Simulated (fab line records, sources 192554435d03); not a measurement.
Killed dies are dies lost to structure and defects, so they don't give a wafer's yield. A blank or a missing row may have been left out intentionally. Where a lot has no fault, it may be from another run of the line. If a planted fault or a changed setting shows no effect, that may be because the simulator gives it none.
fab line records / flow n5_finfet / part 2 of 2: steps 30 to 36 of 36
[record] lots = 5 wafers = 15 last_day = 16
route steps=1938 shown STI_FIN_REVEAL@205 DUMMY_GATE@212
lots that met no fault: taken from a fault-free run of the same line
start_h: hours from the record's opening day to when the first of the lot's shown wafers began / wait_h: hours elapsed since this lot's preceding step / " same as the row above / L1.1+2: one row covering several wafers at once / - value missing, or start not given / * or withheld: withheld / < > ~ a bound
route shown NAME@n: NAME is a module with steps in the file, n the number in the route of the first one / usual: mean/standard deviation of fault-free wafers / same: alike in all rows / chamber/n: place in a boat / sites: each site's reading / _std_site: the values' standard deviation / _edge_site: the outer-site mean with the inner-site mean subtracted / radius_mm: how far each site lies from the wafer's centre / mask NAME#n: copy n / behind: the last tool/chamber to shape the wafer / hold: what put the lot on hold/how long, in hours/how the hold closed / device: transistor that didn't switch, given as n, p or np / end of line: tests run on the same wafers once the route is complete / where a step has no rows: the recipe by itself / killed: not the wafer's yield, but the dies lost to structure and defects at the first sort / map: a wafer's dies, x killed, . not, _ none there
set.NAME: the setting that was run; set.NAME@STEP: the one run at that earlier step / model.NAME: the simulator's own value behind a step, which no gauge read
a table for each step, a row for each wafer; lots at some steps of the route
services: from which hour (start_h, from the record's first day; less than 0 if before it) a tool's chamber was out of use, for how many hours, and why
[[steps]]
[step N5_DUMMY_GATE_DESCUM_20]
[recipe] chemistry = O2 time_s = 6.2 source_power_w = 50 bias_power_w = 20 pressure_mtorr = 20 rf_frequency_hz = 2.712e+07 temp_c = 40 resist = CAR-EUV o2_flow_sccm = 225
[usual] drypump_motor_current_A = 5.8/0.43 o2_flow_sccm = 225.0/0.72 oes_product_au = 0.76/0.081 rf_vpp_V = 243.5/1.2 showerhead_plenum_p_Torr = 2.13/0.062 throttle_valve_pct = 20.55/0.2
[same] time_s = 6.2
lot.wafer=L074.1 tool=rie_diel-03 chamber=0 start_h=46.31 wait_h=0.2 drypump_motor_current_A=6.1 o2_flow_sccm=224.1 oes_product_au=0.80 rf_hours_counter_h=119 rf_vpp_V=244.5 showerhead_plenum_p_Torr=2.20 throttle_valve_pct=20.23
lot.wafer=L074.4 tool=rie_diel-03 chamber=1 start_h=46.31 wait_h=0.2 drypump_motor_current_A=5.7 o2_flow_sccm=224.4 oes_product_au=0.78 rf_hours_counter_h=- rf_vpp_V=242.8 showerhead_plenum_p_Torr=2.11 throttle_valve_pct=20.78
lot.wafer=L074.6 tool=rie_diel-03 chamber=2 start_h=46.31 wait_h=0.2 drypump_motor_current_A=6.4 o2_flow_sccm=225.8 oes_product_au=0.77 rf_hours_counter_h=- rf_vpp_V=244.0 showerhead_plenum_p_Torr=2.11 throttle_valve_pct=20.41
lot.wafer=L082.4 tool=rie_diel-03 chamber=3 start_h=97.90 wait_h=0.0 drypump_motor_current_A=6.6 o2_flow_sccm=225.5 oes_product_au=0.96 rf_hours_counter_h=9 rf_vpp_V=246.2 showerhead_plenum_p_Torr=2.24 throttle_valve_pct=20.21
lot.wafer=L082.5 tool=rie_diel-03 chamber=1 start_h=97.90 wait_h=0.0 drypump_motor_current_A=5.7 o2_flow_sccm=223.8 oes_product_au=0.76 rf_hours_counter_h=- rf_vpp_V=244.0 showerhead_plenum_p_Torr=2.10 throttle_valve_pct=20.80
lot.wafer=L082.6 tool=rie_diel-03 chamber=2 start_h=97.90 wait_h=0.0 drypump_motor_current_A=6.4 o2_flow_sccm=224.2 oes_product_au=0.76 rf_hours_counter_h=- rf_vpp_V=241.5 showerhead_plenum_p_Torr=2.10 throttle_valve_pct=20.44
lot.wafer=L085.1 tool=rie_diel-01 chamber=1 start_h=114.02 wait_h=0.0 drypump_motor_current_A=5.7 o2_flow_sccm=225.0 oes_product_au=0.67 rf_hours_counter_h=228 rf_vpp_V=243.3 showerhead_plenum_p_Torr=2.09 throttle_valve_pct=20.46
lot.wafer=L085.2 tool=rie_diel-01 chamber=3 start_h=114.02 wait_h=0.0 drypump_motor_current_A=6.4 o2_flow_sccm=225.0 oes_product_au=0.69 rf_hours_counter_h=222 rf_vpp_V=242.9 showerhead_plenum_p_Torr=2.04 throttle_valve_pct=20.35
lot.wafer=L085.5 tool=rie_diel-01 chamber=2 start_h=114.02 wait_h=0.0 drypump_motor_current_A=5.4 o2_flow_sccm=225.6 oes_product_au=0.88 rf_hours_counter_h=- rf_vpp_V=244.5 showerhead_plenum_p_Torr=2.13 throttle_valve_pct=20.60
lot.wafer=L088.2 tool=rie_diel-02 chamber=3 start_h=130.52 wait_h=0.0 drypump_motor_current_A=5.8 o2_flow_sccm=224.9 oes_product_au=0.70 rf_hours_counter_h=193 rf_vpp_V=244.9 showerhead_plenum_p_Torr=2.09 throttle_valve_pct=20.99
lot.wafer=L088.4 tool=rie_diel-02 chamber=2 start_h=130.52 wait_h=0.0 drypump_motor_current_A=6.0 o2_flow_sccm=225.8 oes_product_au=0.77 rf_hours_counter_h=160 rf_vpp_V=244.8 showerhead_plenum_p_Torr=2.18 throttle_valve_pct=20.57
lot.wafer=L088.6 tool=rie_diel-02 chamber=3 start_h=130.52 wait_h=0.0 drypump_motor_current_A=5.8 o2_flow_sccm=224.7 oes_product_au=0.70 rf_hours_counter_h=- rf_vpp_V=244.1 showerhead_plenum_p_Torr=2.09 throttle_valve_pct=21.00
lot.wafer=L093.1 tool=rie_diel-03 chamber=0 start_h=162.29 wait_h=0.3 drypump_motor_current_A=6.1 o2_flow_sccm=225.3 oes_product_au=0.75 rf_hours_counter_h=156 rf_vpp_V=244.9 showerhead_plenum_p_Torr=2.19 throttle_valve_pct=20.30
lot.wafer=L093.3 tool=rie_diel-03 chamber=2 start_h=162.29 wait_h=0.3 drypump_motor_current_A=6.4 o2_flow_sccm=225.2 oes_product_au=0.74 rf_hours_counter_h=162 rf_vpp_V=242.6 showerhead_plenum_p_Torr=2.10 throttle_valve_pct=20.47
lot.wafer=L093.6 tool=rie_diel-03 chamber=0 start_h=162.29 wait_h=0.3 drypump_motor_current_A=6.1 o2_flow_sccm=225.0 oes_product_au=0.76 rf_hours_counter_h=- rf_vpp_V=244.8 showerhead_plenum_p_Torr=2.19 throttle_valve_pct=20.29
[step N5_DUMMY_GATE_ETCH_29]
[recipe] chemistry = N2/H2 target = underlayer target_depth_a = 130 ion_energy_ev = 200 pressure_mtorr = 30 source_w = 840 bias_w = 150 n2_flow_sccm = 200 h2_flow_sccm = 200
[usual] drypump_motor_current_A = 5.8/0.42 oes_product_au = 0.77/0.086 rf_vpp_V = 524.7/2.3 showerhead_plenum_p_Torr = 2.57/0.073 throttle_valve_pct = 18.00/0.26
lot.wafer=L074.1 tool=rie_diel-03 chamber=0 start_h=46.37 wait_h=0.0 drypump_motor_current_A=6.1 oes_product_au=0.78 rf_hours_counter_h=119 rf_vpp_V=527.7 showerhead_plenum_p_Torr=2.65 throttle_valve_pct=17.52
lot.wafer=L074.4 tool=rie_diel-03 chamber=1 start_h=46.37 wait_h=0.0 drypump_motor_current_A=5.7 oes_product_au=0.76 rf_hours_counter_h=- rf_vpp_V=522.7 showerhead_plenum_p_Torr=2.54 throttle_valve_pct=18.09
lot.wafer=L074.6 tool=rie_diel-03 chamber=2 start_h=46.37 wait_h=0.0 drypump_motor_current_A=6.4 oes_product_au=0.78 rf_hours_counter_h=- rf_vpp_V=523.6 showerhead_plenum_p_Torr=2.53 throttle_valve_pct=17.62
lot.wafer=L082.4 tool=rie_diel-03 chamber=3 start_h=97.97 wait_h=0.0 drypump_motor_current_A=6.6 oes_product_au=0.95 rf_hours_counter_h=9 rf_vpp_V=529.0 showerhead_plenum_p_Torr=2.70 throttle_valve_pct=17.59
lot.wafer=L082.5 tool=rie_diel-03 chamber=1 start_h=97.97 wait_h=0.0 drypump_motor_current_A=5.7 oes_product_au=0.75 rf_hours_counter_h=- rf_vpp_V=523.6 showerhead_plenum_p_Torr=2.53 throttle_valve_pct=18.13
lot.wafer=L082.6 tool=rie_diel-03 chamber=2 start_h=97.97 wait_h=0.0 drypump_motor_current_A=6.4 oes_product_au=0.76 rf_hours_counter_h=- rf_vpp_V=523.1 showerhead_plenum_p_Torr=2.53 throttle_valve_pct=17.67
lot.wafer=L085.1 tool=rie_diel-01 chamber=1 start_h=114.09 wait_h=0.0 drypump_motor_current_A=5.7 oes_product_au=0.69 rf_hours_counter_h=228 rf_vpp_V=522.9 showerhead_plenum_p_Torr=2.51 throttle_valve_pct=17.90
lot.wafer=L085.2 tool=rie_diel-01 chamber=3 start_h=114.09 wait_h=0.0 drypump_motor_current_A=6.3 oes_product_au=0.68 rf_hours_counter_h=222 rf_vpp_V=523.4 showerhead_plenum_p_Torr=2.51 throttle_valve_pct=17.87
lot.wafer=L085.5 tool=rie_diel-01 chamber=2 start_h=114.09 wait_h=0.0 drypump_motor_current_A=5.4 oes_product_au=0.91 rf_hours_counter_h=- rf_vpp_V=524.6 showerhead_plenum_p_Torr=2.60 throttle_valve_pct=18.34
lot.wafer=L088.2 tool=rie_diel-02 chamber=3 start_h=130.59 wait_h=0.0 drypump_motor_current_A=5.8 oes_product_au=0.71 rf_hours_counter_h=193 rf_vpp_V=523.9 showerhead_plenum_p_Torr=2.51 throttle_valve_pct=18.43
lot.wafer=L088.4 tool=rie_diel-02 chamber=2 start_h=130.59 wait_h=0.0 drypump_motor_current_A=6.0 oes_product_au=0.76 rf_hours_counter_h=160 rf_vpp_V=527.8 showerhead_plenum_p_Torr=2.66 throttle_valve_pct=18.17
lot.wafer=L088.6 tool=rie_diel-02 chamber=3 start_h=130.59 wait_h=0.0 drypump_motor_current_A=5.8 oes_product_au=0.71 rf_hours_counter_h=- rf_vpp_V=523.9 showerhead_plenum_p_Torr=2.51 throttle_valve_pct=18.43
lot.wafer=L093.1 tool=rie_diel-03 chamber=0 start_h=162.36 wait_h=0.0 drypump_motor_current_A=6.1 oes_product_au=0.74 rf_hours_counter_h=156 rf_vpp_V=528.5 showerhead_plenum_p_Torr=2.64 throttle_valve_pct=17.58
lot.wafer=L093.3 tool=rie_diel-03 chamber=2 start_h=162.36 wait_h=0.0 drypump_motor_current_A=6.4 oes_product_au=0.74 rf_hours_counter_h=162 rf_vpp_V=522.6 showerhead_plenum_p_Torr=2.52 throttle_valve_pct=17.70
lot.wafer=L093.6 tool=rie_diel-03 chamber=0 start_h=162.36 wait_h=0.0 drypump_motor_current_A=6.1 oes_product_au=0.73 rf_hours_counter_h=- rf_vpp_V=527.9 showerhead_plenum_p_Torr=2.64 throttle_valve_pct=17.58
[step N5_DUMMY_GATE_ETCH_36]
[recipe] chemistry = CF4 target = SiARC target_depth_a = 130 pressure_mtorr = 40 source_w = 545 bias_w = 36 Ar_flow_sccm = 100 cf4_flow_sccm = 100 ion_energy_ev = 80
[usual] drypump_motor_current_A = 5.8/0.42 oes_product_au = 0.76/0.083 rf_vpp_V = 184.4/1 showerhead_plenum_p_Torr = 2.16/0.057 throttle_valve_pct = 15.64/0.17
lot.wafer=L074.1 tool=rie_diel-03 chamber=0 start_h=46.41 wait_h=0.0 drypump_motor_current_A=6.1 oes_product_au=0.79 rf_hours_counter_h=119 rf_vpp_V=186.8 showerhead_plenum_p_Torr=2.23 throttle_valve_pct=15.42
lot.wafer=L074.4 tool=rie_diel-03 chamber=1 start_h=46.41 wait_h=0.0 drypump_motor_current_A=5.7 oes_product_au=0.76 rf_hours_counter_h=- rf_vpp_V=184.6 showerhead_plenum_p_Torr=2.14 throttle_valve_pct=15.79
lot.wafer=L074.6 tool=rie_diel-03 chamber=2 start_h=46.41 wait_h=0.0 drypump_motor_current_A=6.4 oes_product_au=0.77 rf_hours_counter_h=- rf_vpp_V=184.5 showerhead_plenum_p_Torr=2.16 throttle_valve_pct=15.57
lot.wafer=L082.4 tool=rie_diel-03 chamber=3 start_h=98.01 wait_h=0.0 drypump_motor_current_A=6.5 oes_product_au=0.93 rf_hours_counter_h=9 rf_vpp_V=185.3 showerhead_plenum_p_Torr=2.27 throttle_valve_pct=15.31
lot.wafer=L082.5 tool=rie_diel-03 chamber=1 start_h=98.01 wait_h=0.0 drypump_motor_current_A=5.7 oes_product_au=0.74 rf_hours_counter_h=- rf_vpp_V=184.7 showerhead_plenum_p_Torr=2.13 throttle_valve_pct=15.83
lot.wafer=L082.6 tool=rie_diel-03 chamber=2 start_h=98.01 wait_h=0.0 drypump_motor_current_A=6.4 oes_product_au=0.76 rf_hours_counter_h=- rf_vpp_V=183.5 showerhead_plenum_p_Torr=2.15 throttle_valve_pct=15.62
lot.wafer=L085.1 tool=rie_diel-01 chamber=1 start_h=114.13 wait_h=0.0 drypump_motor_current_A=5.6 oes_product_au=0.69 rf_hours_counter_h=228 rf_vpp_V=184.9 showerhead_plenum_p_Torr=2.10 throttle_valve_pct=15.47
lot.wafer=L085.2 tool=rie_diel-01 chamber=3 start_h=114.13 wait_h=0.0 drypump_motor_current_A=6.4 oes_product_au=0.68 rf_hours_counter_h=222 rf_vpp_V=183.8 showerhead_plenum_p_Torr=2.11 throttle_valve_pct=15.68
lot.wafer=L085.5 tool=rie_diel-01 chamber=2 start_h=114.13 wait_h=0.0 drypump_motor_current_A=5.4 oes_product_au=0.90 rf_hours_counter_h=- rf_vpp_V=184.1 showerhead_plenum_p_Torr=2.17 throttle_valve_pct=15.66
lot.wafer=L088.2 tool=rie_diel-02 chamber=3 start_h=130.63 wait_h=0.0 drypump_motor_current_A=5.8 oes_product_au=0.71 rf_hours_counter_h=193 rf_vpp_V=184.3 showerhead_plenum_p_Torr=2.11 throttle_valve_pct=15.99
lot.wafer=L088.4 tool=rie_diel-02 chamber=2 start_h=130.63 wait_h=0.0 drypump_motor_current_A=6.0 oes_product_au=0.76 rf_hours_counter_h=160 rf_vpp_V=184.5 showerhead_plenum_p_Torr=2.23 throttle_valve_pct=15.73
lot.wafer=L088.6 tool=rie_diel-02 chamber=3 start_h=130.63 wait_h=0.0 drypump_motor_current_A=5.7 oes_product_au=0.71 rf_hours_counter_h=- rf_vpp_V=182.1 showerhead_plenum_p_Torr=2.11 throttle_valve_pct=15.99
lot.wafer=L093.1 tool=rie_diel-03 chamber=0 start_h=162.40 wait_h=0.0 drypump_motor_current_A=6.1 oes_product_au=0.73 rf_hours_counter_h=156 rf_vpp_V=185.0 showerhead_plenum_p_Torr=2.22 throttle_valve_pct=15.49
lot.wafer=L093.3 tool=rie_diel-03 chamber=2 start_h=162.40 wait_h=0.0 drypump_motor_current_A=6.4 oes_product_au=0.73 rf_hours_counter_h=162 rf_vpp_V=185.2 showerhead_plenum_p_Torr=2.14 throttle_valve_pct=15.66
lot.wafer=L093.6 tool=rie_diel-03 chamber=0 start_h=162.40 wait_h=0.0 drypump_motor_current_A=6.1 oes_product_au=0.74 rf_hours_counter_h=- rf_vpp_V=185.4 showerhead_plenum_p_Torr=2.22 throttle_valve_pct=15.49
[step N5_DUMMY_GATE_ETCH_37]
[recipe] chemistry = N2/H2 target = SOC target_depth_a = 600 overetch_a = 300 temp_c = 40 ion_energy_ev = 200 pressure_mtorr = 30 source_w = 840 bias_w = 150 n2_flow_sccm = 200 h2_flow_sccm = 200
[usual] drypump_motor_current_A = 5.8/0.43 oes_product_au = 0.61/0.062 rf_vpp_V = 524.7/2.2 showerhead_plenum_p_Torr = 2.57/0.073 throttle_valve_pct = 17.93/0.25
lot.wafer=L074.1 tool=rie_diel-03 chamber=0 start_h=46.45 wait_h=0.0 drypump_motor_current_A=6.1 oes_product_au=0.63 rf_hours_counter_h=119 rf_vpp_V=528.2 showerhead_plenum_p_Torr=2.65 throttle_valve_pct=17.45
lot.wafer=L074.4 tool=rie_diel-03 chamber=1 start_h=46.45 wait_h=0.0 drypump_motor_current_A=5.7 oes_product_au=0.61 rf_hours_counter_h=- rf_vpp_V=523.0 showerhead_plenum_p_Torr=2.54 throttle_valve_pct=18.04
lot.wafer=L074.6 tool=rie_diel-03 chamber=2 start_h=46.45 wait_h=0.0 drypump_motor_current_A=6.4 oes_product_au=0.60 rf_hours_counter_h=- rf_vpp_V=523.4 showerhead_plenum_p_Torr=2.53 throttle_valve_pct=17.55
lot.wafer=L082.4 tool=rie_diel-03 chamber=3 start_h=98.05 wait_h=0.0 drypump_motor_current_A=6.6 oes_product_au=0.76 rf_hours_counter_h=9 rf_vpp_V=529.6 showerhead_plenum_p_Torr=2.70 throttle_valve_pct=17.54
lot.wafer=L082.5 tool=rie_diel-03 chamber=1 start_h=98.05 wait_h=0.0 drypump_motor_current_A=5.7 oes_product_au=0.60 rf_hours_counter_h=- rf_vpp_V=523.6 showerhead_plenum_p_Torr=2.53 throttle_valve_pct=18.05
lot.wafer=L082.6 tool=rie_diel-03 chamber=2 start_h=98.05 wait_h=0.0 drypump_motor_current_A=6.4 oes_product_au=0.60 rf_hours_counter_h=- rf_vpp_V=524.2 showerhead_plenum_p_Torr=2.53 throttle_valve_pct=17.60
lot.wafer=L085.1 tool=rie_diel-01 chamber=1 start_h=114.17 wait_h=0.0 drypump_motor_current_A=5.6 oes_product_au=0.55 rf_hours_counter_h=228 rf_vpp_V=523.1 showerhead_plenum_p_Torr=2.51 throttle_valve_pct=17.81
lot.wafer=L085.2 tool=rie_diel-01 chamber=3 start_h=114.17 wait_h=0.0 drypump_motor_current_A=6.3 oes_product_au=0.55 rf_hours_counter_h=222 rf_vpp_V=522.8 showerhead_plenum_p_Torr=2.51 throttle_valve_pct=17.81
lot.wafer=L085.5 tool=rie_diel-01 chamber=2 start_h=114.17 wait_h=0.0 drypump_motor_current_A=5.4 oes_product_au=0.70 rf_hours_counter_h=- rf_vpp_V=526.0 showerhead_plenum_p_Torr=2.60 throttle_valve_pct=18.26
lot.wafer=L088.2 tool=rie_diel-02 chamber=3 start_h=130.67 wait_h=0.0 drypump_motor_current_A=5.8 oes_product_au=0.56 rf_hours_counter_h=193 rf_vpp_V=522.8 showerhead_plenum_p_Torr=2.51 throttle_valve_pct=18.37
lot.wafer=L088.4 tool=rie_diel-02 chamber=2 start_h=130.67 wait_h=0.0 drypump_motor_current_A=6.0 oes_product_au=0.60 rf_hours_counter_h=160 rf_vpp_V=527.7 showerhead_plenum_p_Torr=2.66 throttle_valve_pct=18.07
lot.wafer=L088.6 tool=rie_diel-02 chamber=3 start_h=130.67 wait_h=0.0 drypump_motor_current_A=5.8 oes_product_au=0.56 rf_hours_counter_h=- rf_vpp_V=522.6 showerhead_plenum_p_Torr=2.51 throttle_valve_pct=18.35
lot.wafer=L093.1 tool=rie_diel-03 chamber=0 start_h=162.44 wait_h=0.0 drypump_motor_current_A=6.1 oes_product_au=0.59 rf_hours_counter_h=156 rf_vpp_V=527.1 showerhead_plenum_p_Torr=2.64 throttle_valve_pct=17.53
lot.wafer=L093.3 tool=rie_diel-03 chamber=2 start_h=162.44 wait_h=0.0 drypump_motor_current_A=6.4 oes_product_au=0.58 rf_hours_counter_h=162 rf_vpp_V=524.0 showerhead_plenum_p_Torr=2.52 throttle_valve_pct=17.63
lot.wafer=L093.6 tool=rie_diel-03 chamber=0 start_h=162.44 wait_h=0.0 drypump_motor_current_A=6.1 oes_product_au=0.60 rf_hours_counter_h=- rf_vpp_V=526.7 showerhead_plenum_p_Torr=2.64 throttle_valve_pct=17.52
[step N5_DUMMY_GATE_STRIP_38]
[recipe] chemistry = N2/H2 temp_c = 40 n2_flow_sccm = 200 h2_flow_sccm = 200 rf_frequency_hz = 6e+07
lot.wafer=L074.1+4+6 tool=rie_diel-03 chamber=0,1,2 start_h=46.49 wait_h=0.0
lot.wafer=L082.4+5+6 tool=rie_diel-03 chamber=3,1,2 start_h=98.09 wait_h=0.0
lot.wafer=L085.1+2+5 tool=rie_diel-01 chamber=1,3,2 start_h=114.21 wait_h=0.0
lot.wafer=L088.2+4+6 tool=rie_diel-02 chamber=3,2,3 start_h=130.71 wait_h=0.0
lot.wafer=L093.1+3+6 tool=rie_diel-03 chamber=0,2,0 start_h=162.48 wait_h=0.0
[step N5_DUMMY_GATE_STRIP_39]
[recipe] chemistry = N2/H2 temp_c = 40 n2_flow_sccm = 200 h2_flow_sccm = 200 rf_frequency_hz = 6e+07
lot.wafer=L074.1+4+6 tool=rie_diel-03 chamber=0,1,2 start_h=46.50 wait_h=0.0
lot.wafer=L082.4+5+6 tool=rie_diel-03 chamber=3,1,2 start_h=98.10 wait_h=0.0
lot.wafer=L085.1+2+5 tool=rie_diel-01 chamber=1,3,2 start_h=114.22 wait_h=0.0
lot.wafer=L088.2+4+6 tool=rie_diel-02 chamber=3,2,3 start_h=130.72 wait_h=0.0
lot.wafer=L093.1+3+6 tool=rie_diel-03 chamber=0,2,0 start_h=162.49 wait_h=0.0
[step N5_DUMMY_GATE_TRIM_49]
[recipe] chemistry = O2 resist = SOC time_s = 29 target_cd_nm = 14 source_power_w = 300 bias_power_w = 0 O2_flow_sccm = 100 temp_c = 20
[usual] drypump_motor_current_A = 5.6/0.43 oes_product_au = 1.000/0.021 throttle_valve_pct = 8.08/0.16
[same] time_s = 29
lot.wafer=L074.1 tool=rie_si-02 chamber=0 start_h=46.53 wait_h=0.0 drypump_motor_current_A=5.8 oes_product_au=0.974 rf_hours_counter_h=3 throttle_valve_pct=8.29
lot.wafer=L074.4 tool=rie_si-02 chamber=1 start_h=46.53 wait_h=0.0 drypump_motor_current_A=5.7 oes_product_au=1.034 rf_hours_counter_h=54 throttle_valve_pct=7.90
lot.wafer=L074.6 tool=rie_si-02 chamber=0 start_h=46.53 wait_h=0.0 drypump_motor_current_A=5.9 oes_product_au=0.976 rf_hours_counter_h=- throttle_valve_pct=8.29
lot.wafer=L082.4 tool=rie_si-01 chamber=3 start_h=98.13 wait_h=0.0 drypump_motor_current_A=6.4 oes_product_au=0.978 rf_hours_counter_h=1 throttle_valve_pct=7.82
lot.wafer=L082.5 tool=rie_si-01 chamber=0 start_h=98.13 wait_h=0.0 drypump_motor_current_A=6.1 oes_product_au=1.031 rf_hours_counter_h=- throttle_valve_pct=8.09
lot.wafer=L082.6 tool=rie_si-01 chamber=3 start_h=98.13 wait_h=0.0 drypump_motor_current_A=6.4 oes_product_au=0.965 rf_hours_counter_h=- throttle_valve_pct=7.88
lot.wafer=L085.1 tool=rie_si-04 chamber=0 start_h=114.25 wait_h=0.0 drypump_motor_current_A=5.8 oes_product_au=0.999 rf_hours_counter_h=6 throttle_valve_pct=8.07
lot.wafer=L085.2 tool=rie_si-04 chamber=2 start_h=114.25 wait_h=0.0 drypump_motor_current_A=5.1 oes_product_au=0.984 rf_hours_counter_h=128 throttle_valve_pct=8.23
lot.wafer=L085.5 tool=rie_si-04 chamber=2 start_h=114.25 wait_h=0.0 drypump_motor_current_A=5.1 oes_product_au=0.982 rf_hours_counter_h=- throttle_valve_pct=8.22
lot.wafer=L088.2 tool=rie_si-02 chamber=3 start_h=130.75 wait_h=0.0 drypump_motor_current_A=5.5 oes_product_au=0.992 rf_hours_counter_h=8 throttle_valve_pct=7.99
lot.wafer=L088.4 tool=rie_si-02 chamber=0 start_h=130.75 wait_h=0.0 drypump_motor_current_A=5.8 oes_product_au=0.974 rf_hours_counter_h=- throttle_valve_pct=8.29
lot.wafer=L088.6 tool=rie_si-02 chamber=3 start_h=130.75 wait_h=0.0 drypump_motor_current_A=5.5 oes_product_au=0.994 rf_hours_counter_h=- throttle_valve_pct=7.98
lot.wafer=L093.1 tool=rie_si-04 chamber=2 start_h=162.52 wait_h=0.0 drypump_motor_current_A=5.1 oes_product_au=0.987 rf_hours_counter_h=129 throttle_valve_pct=8.24
lot.wafer=L093.3 tool=rie_si-04 chamber=1 start_h=162.52 wait_h=0.0 drypump_motor_current_A=5.8 oes_product_au=0.996 rf_hours_counter_h=60 throttle_valve_pct=8.30
lot.wafer=L093.6 tool=rie_si-04 chamber=1 start_h=162.52 wait_h=0.0 drypump_motor_current_A=5.8 oes_product_au=0.992 rf_hours_counter_h=- throttle_valve_pct=8.31
[[services]]
tool=euv_scanner-01 chamber=- start_h=17.57 hours=0.4 kind=repair
tool=euv_scanner-02 chamber=- start_h=19.74 hours=5.8 kind=pm
tool=euv_scanner-01 chamber=- start_h=25.52 hours=1.0 kind=pm
tool=euv_scanner-01 chamber=- start_h=27.78 hours=4.6 kind=pm
tool=euv_scanner-01 chamber=- start_h=47.28 hours=1.5 kind=repair
tool=ald_sin-02 chamber=0 start_h=48.26 hours=1.7 kind=repair
tool=cmp-03 chamber=- start_h=48.29 hours=6.8 kind=repair
tool=rie_diel-01 chamber=1 start_h=50.76 hours=6.3 kind=repair
tool=ald_sin-02 chamber=- start_h=54.31 hours=6.1 kind=pm
tool=wet_bench-01 chamber=- start_h=54.76 hours=2.2 kind=repair
tool=euv_scanner-02 chamber=- start_h=64.46 hours=1.0 kind=pm
tool=ald_sin-02 chamber=3 start_h=69.88 hours=3.5 kind=repair
tool=rie_diel-01 chamber=3 start_h=70.53 hours=31.2 kind=repair
tool=wet_bench-01 chamber=- start_h=73.93 hours=0.5 kind=repair
tool=euv_scanner-01 chamber=- start_h=76.56 hours=1.0 kind=pm
tool=pecvd-01 chamber=1 start_h=88.23 hours=5.4 kind=repair
tool=ald_sin-02 chamber=3 start_h=95.33 hours=2.5 kind=repair
tool=euv_scanner-01 chamber=- start_h=117.85 hours=1.5 kind=repair
tool=euv_scanner-01 chamber=- start_h=132.71 hours=1.0 kind=pm
tool=wet_bench-03 chamber=- start_h=135.46 hours=4.0 kind=repair
tool=rie_diel-01 chamber=0 start_h=140.58 hours=7.1 kind=repair
tool=rie_diel-01 chamber=- start_h=143.86 hours=3.3 kind=repair
tool=rie_diel-03 chamber=1 start_h=147.36 hours=3.3 kind=repair
tool=rie_diel-03 chamber=- start_h=160.73 hours=0.5 kind=repair
